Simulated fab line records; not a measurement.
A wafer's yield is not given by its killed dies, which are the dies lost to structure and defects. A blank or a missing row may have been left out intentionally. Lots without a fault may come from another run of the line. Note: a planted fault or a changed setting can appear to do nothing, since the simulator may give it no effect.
Split-lot experiment    flow n5-finfet    21 wafers read from 7 lots, route of 1938 steps

ON THE SPLIT
At N5_BEOL_M9_EXPOSE_25 (exposes mask V8), the setting dose-mj was moved away from the recipe's 37.25 on 7 of the 21 wafers read, by -3.9% to +4.4%. This setting was run at the recipe's value on the other wafers.

FROM THE SPLIT TO THE READING: what the file shows between them, 2 steps
- N5_BEOL_M9_PEB_26: peb time 60 s
- N5_BEOL_M9_DEVELOP_27: develop time 30 s

THE READING
cd-nm (nm) at N5_BEOL_M9_CD_MEAS_28, where the cd target is 70 nm. A value of 69.89 nm with a standard deviation of 0.3 nm is what fault-free wafers of this fab line usually give.

wafer   tool, chamber at the split  dose-mj as run  against the recipe  cd-nm, nm  against lot-mates on the recipe
L077.4  euv-scanner-01, 0           38.62           +3.7%               70.78      no lot-mate on the recipe
L077.5  euv-scanner-01, 0           38.62           +3.7%               70.44      no lot-mate on the recipe
L077.6  euv-scanner-01, 0           38.62           +3.7%               70.49      no lot-mate on the recipe
L082.2  euv-scanner-01, 0           37.25           recipe              69.47      -
L082.5  euv-scanner-01, 0           37.25           recipe              69.58      -
L082.6  euv-scanner-01, 0           37.25           recipe              69.99      -
L085.3  euv-scanner-01, 0           37.25           recipe              69.88      -
L085.4  euv-scanner-01, 0           37.25           recipe              69.85      -
L085.5  euv-scanner-01, 0           38.9            +4.4%               71.33      +1.47
L087.3  euv-scanner-01, 0           37.25           recipe              69.41      -
L087.4  euv-scanner-01, 0           38.14           +2.4%               70.39      +0.77
L087.6  euv-scanner-01, 0           37.25           recipe              69.83      -
L091.1  euv-scanner-01, 0           37.25           recipe              69.84      -
L091.2  euv-scanner-01, 0           37.25           recipe              69.68      -
L091.3  euv-scanner-01, 0           37.25           recipe              69.99      -
L092.1  euv-scanner-01, 0           37.25           recipe              69.92      -
L092.3  euv-scanner-01, 0           37.25           recipe              69.51      -
L092.5  euv-scanner-01, 0           37.25           recipe              70.32      -
L095.1  euv-scanner-02, 0           35.8            -3.9%               68.60      -1.05
L095.2  euv-scanner-02, 0           35.8            -3.9%               68.59      -1.06
L095.5  euv-scanner-02, 0           37.25           recipe              69.65      -

FIT RESULTS
A straight line over all 21 wafers: cd-nm changes by +0.276 nm for each +1% of dose-mj; r = +0.93; the points scatter about the line by 0.24 nm.
The same after taking each lot's own level away (the mean of its wafers on the recipe; 18 wafers): +0.298 nm for each +1%; r = +0.94; scatter 0.2 nm.
That fit puts the effect of the largest move of dose-mj on the reading at 1.3 nm.
From 69.620 to 69.917 nm: that is the span of the lots' own levels, equal to 1.0 times the standard deviation above.
So the lot-to-lot level changes the slope little: the two slopes agree.
Check: for one of the wafers moved furthest among these (+4.4%), held out of the fit, the line's prediction against its lot-mates is +1.25 nm. It came out at +1.47 nm against them.

OTHER SPLITS ON THESE WAFERS
These wafers also went through other splits before the reading. Each is held against what the fit with the lots' levels taken away leaves over:
other split on the same wafers  wafers away from the commonest value  r with cd-nm (lot level and that fit taken away)
N5_BEOL_M7_EXPOSE_25 dose-mj    10                                    +0.29
N5_BEOL_M8_COAT_60 spin-rpm     5                                     +0.01
N5_BEOL_M8_CURE_75 time-s       8                                     -0.07

FILE'S OWN FIT
cd-nm changes by +0.307 nm for each +1% of dose-mj, r = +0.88.
